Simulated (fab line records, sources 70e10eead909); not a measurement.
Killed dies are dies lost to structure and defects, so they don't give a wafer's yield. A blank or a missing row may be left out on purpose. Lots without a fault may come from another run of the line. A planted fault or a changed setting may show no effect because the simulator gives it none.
A struck lot beside a sound one | flow nand_harc | 17 steps out of a route of 1302
Sound: wafers L173.2, L173.5, L173.6. Struck: wafers L184.3, L184.6. (L184.1 of the same lot was not struck and is left out.) The cause comes at the end.
At each step with rows: each side's tool, then ch and its chambers, then its first start. Under that, the readings that differ: sound wafers | struck wafers | difference of the means | sigmas: that difference in standard deviations of wafers without a fault.
alike: readings whose means differ by less than 2 such deviations, and words and numbers that are the same on both sides. not compared: withheld readings, readings that some wafer has no value for, bounds like >300 that may hide the same value, and numbers for which the record gives no deviation and whose values overlap.
The two part at a step that has a row with sigmas, a row that says differs or no value, or rows on one side only. Numbers that don't overlap but have no deviation are shown without sigmas and don't part them. A reading that every wafer of one side lacks parts them only if that side has two wafers or more.

NHARC_P_GATE_CD_MEAS_59: target cd 720 nm.
  sound on cd_sem-02 ch 0, day 9 00:59; struck on cd_sem-03 ch 0, day 13 11:56
  alike: cd_nm
then, 1 step without rows for these wafers: NHARC_P_GATE_HARDBAKE_60 (time 80 s).
NHARC_P_GATE_DESCUM_61: chemistry O2, time 3 s.
  sound on rie_diel-10 ch 0,2,3, day 9 01:10; struck on rie_diel-01 ch 0, day 13 12:05
  alike: drypump_motor_current_A, mfc_ar_sccm, oes_product_au, rf_vpp_V, showerhead_plenum_p_Torr, throttle_valve_pct
  not compared: rf_hours_counter_h
then, 1 step without rows for these wafers: NHARC_P_GATE_IMPLANT_62.
NHARC_P_GATE_STRIP_112: strips in N2/H2, time 200 s.
  sound on plasma_asher-02 ch 0,1, day 9 01:31; struck on plasma_asher-02 ch 0, day 13 12:28
  alike: drypump_motor_current_A, heater_power_w, rf_refl_power_W
  not compared: rf_hours_counter_h
NHARC_P_GATE_STRIP_76: strips in O2.
  sound on plasma_asher-02 ch 0,1, day 9 01:46; struck on plasma_asher-02 ch 0, day 13 12:43
  alike: drypump_motor_current_A, heater_power_w, rf_refl_power_W
  not compared: rf_hours_counter_h
then, 6 steps without rows for these wafers: NHARC_P_GATE_STRIP_63 (strips in SPM, time 900 s); NHARC_P_GATE_DEHYDRATE_83 (time 120 s); NHARC_P_GATE_HMDS_84 (time 30 s); NHARC_P_GATE_COAT_85; NHARC_P_GATE_SOFTBAKE_86 (time 95 s); NHARC_P_GATE_EBR_87.
NHARC_P_GATE_EXPOSE_88: exposes mask P HVN, target cd 2000 nm.
  sound on krf_scanner-02 ch 0, day 9 02:26; struck on krf_scanner-01 ch 0, day 13 13:29
  alike: mask
then, 2 steps without rows for these wafers: NHARC_P_GATE_PEB_89 (peb time 85 s); NHARC_P_GATE_DEVELOP_90 (time 70 s).
NHARC_P_GATE_CD_MEAS_91: target cd 2000 nm.
  sound on cd_sem-03 ch 0, day 9 02:35; struck on cd_sem-01 ch 0, day 13 13:38
  reading    | sound                | struck        | difference | sigmas
  cd_nm (nm) | 2001.4 2001.0 2001.9 | 2007.1 2006.9 | +5.6       | +3
then, 1 step without rows for these wafers: NHARC_P_GATE_HARDBAKE_92 (time 80 s).

WHERE THEY PART
Only at NHARC_P_GATE_CD_MEAS_91, within this record.

WHY: what the simulator had put in
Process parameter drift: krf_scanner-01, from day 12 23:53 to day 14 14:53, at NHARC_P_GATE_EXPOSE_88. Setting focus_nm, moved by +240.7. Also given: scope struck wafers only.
